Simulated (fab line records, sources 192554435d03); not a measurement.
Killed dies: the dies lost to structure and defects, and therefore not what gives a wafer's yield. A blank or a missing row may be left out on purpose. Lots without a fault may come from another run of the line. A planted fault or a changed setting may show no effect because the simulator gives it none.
Struck lot and sound lot, side by side -- flow n5_finfet -- 14 out of 1938 route steps
Sound: the wafers L213.3, L213.4, L213.6. The struck wafers were L199.2, L199.4, L199.5. The cause is named last.
For every step that has rows: the tool of each side, followed by ch and its chambers, followed by its first start. Under that, the readings that differ: sound wafers -- struck wafers -- difference of the means -- sigmas: that difference in standard deviations of wafers without a fault.
alike: same words and numbers on both sides, and readings whose means sit less than 2 such deviations apart. not compared: any withheld reading, any reading some wafer has no value for, any bound like >300 that may hide the same value, and any number with overlapping values for which the record gives no deviation.
Wherever a step has rows on one side only, a row that says differs or no value, or a row with sigmas, the two part there. Numbers that have no deviation but don't overlap get no sigmas and don't part them. A reading missing from all wafers of one side parts the sides only when that side holds two or more wafers.

N5_MIM_TOP_LITHO_CD_MEAS_08: target cd 2000 nm.
  sound on cd_sem-01 ch 0, day 18 19:46; struck on cd_sem-03 ch 0, day 14 11:25
  alike: cd_nm
N5_MIM_TOP_LITHO_OVL_MEAS_11:
  sound on overlay-02 ch 0, day 18 19:48; struck on overlay-01 ch 0, day 14 11:26
  alike: MIM_TOP_OVL
N5_MIM_TOP_LITHO_INSPECT_12: inspects for defects (macro).
  sound on defect_inspect-02 at day 18 19:49; struck on defect_inspect-01 at day 14 11:28
  alike: raw_defect_count
N5_MIM_TOP_LITHO_DESCUM_10: chemistry O2, time 7.9 s.
  sound on rie_diel-05 ch 0,1,2, day 18 20:28; struck on rie_diel-04 ch 0,1,3, day 14 11:30
  alike: drypump_motor_current_A, oes_product_au, rf_fwd_power_W, rf_vpp_V, showerhead_plenum_p_Torr, temp_c, throttle_valve_pct
  not compared: rf_hours_counter_h
N5_MIM_TOP_ETCH_ETCH_00: etches TiN in Cl2/BCl3, target depth 38.5 nm.
  sound on rie_metal-02 ch 0,1, day 18 20:35; struck on rie_metal-03 ch 1, day 14 11:35
  alike: drypump_motor_current_A, mfc_cl2_sccm, oes_product_au, rf_fwd_power_W, throttle_valve_pct
  not compared: rf_hours_counter_h
N5_MIM_TOP_ETCH_STRIP_01: strips in O2.
  sound on rie_diel-03 ch 1,2, day 18 20:52; struck on rie_diel-01 ch 1,2,3, day 14 11:43
  alike: drypump_motor_current_A, oes_product_au, rf_vpp_V, showerhead_plenum_p_Torr, temp_c, throttle_valve_pct
  not compared: rf_hours_counter_h
N5_MIM_TOP_ETCH_PECVD_03: deposits SiNx from SiH4/NH3/N2, target thk 20 nm, time 17.6 s.
  sound on pecvd-02 ch 0,2, day 18 20:55; struck on pecvd-04 ch 0,1,2, day 14 11:47
  alike: heater_power_w, rf_fwd_power_W, showerhead_plenum_p_Torr, throttle_valve_pct
then, 5 steps without rows for these wafers: N5_MIM_BOT_LITHO_HMDS_01 (time 60 s); N5_MIM_BOT_LITHO_COAT_02; N5_MIM_BOT_LITHO_EBR_04; N5_MIM_BOT_LITHO_SOFTBAKE_03 (time 90 s); N5_MIM_BOT_LITHO_EXPOSE_05 (exposes mask MIM BOT).
N5_MIM_BOT_LITHO_PEB_06:
  struck on litho_track-01, day 14 12:02; sound on litho_track-02 ch 0, day 18 21:17
reading,sound,struck,difference,sigmas
exhaust_pa (Pa),45.2 44.7 46.7,- - -,no value on the struck wafers,
  not compared: chill_plate_temp_C
then, 1 step without rows for these wafers: N5_MIM_BOT_LITHO_DEVELOP_07 (develop time 60 s).

WHERE THEY PART
Within this record, at N5_MIM_BOT_LITHO_PEB_06 only.

WHY: the cause the simulator had injected
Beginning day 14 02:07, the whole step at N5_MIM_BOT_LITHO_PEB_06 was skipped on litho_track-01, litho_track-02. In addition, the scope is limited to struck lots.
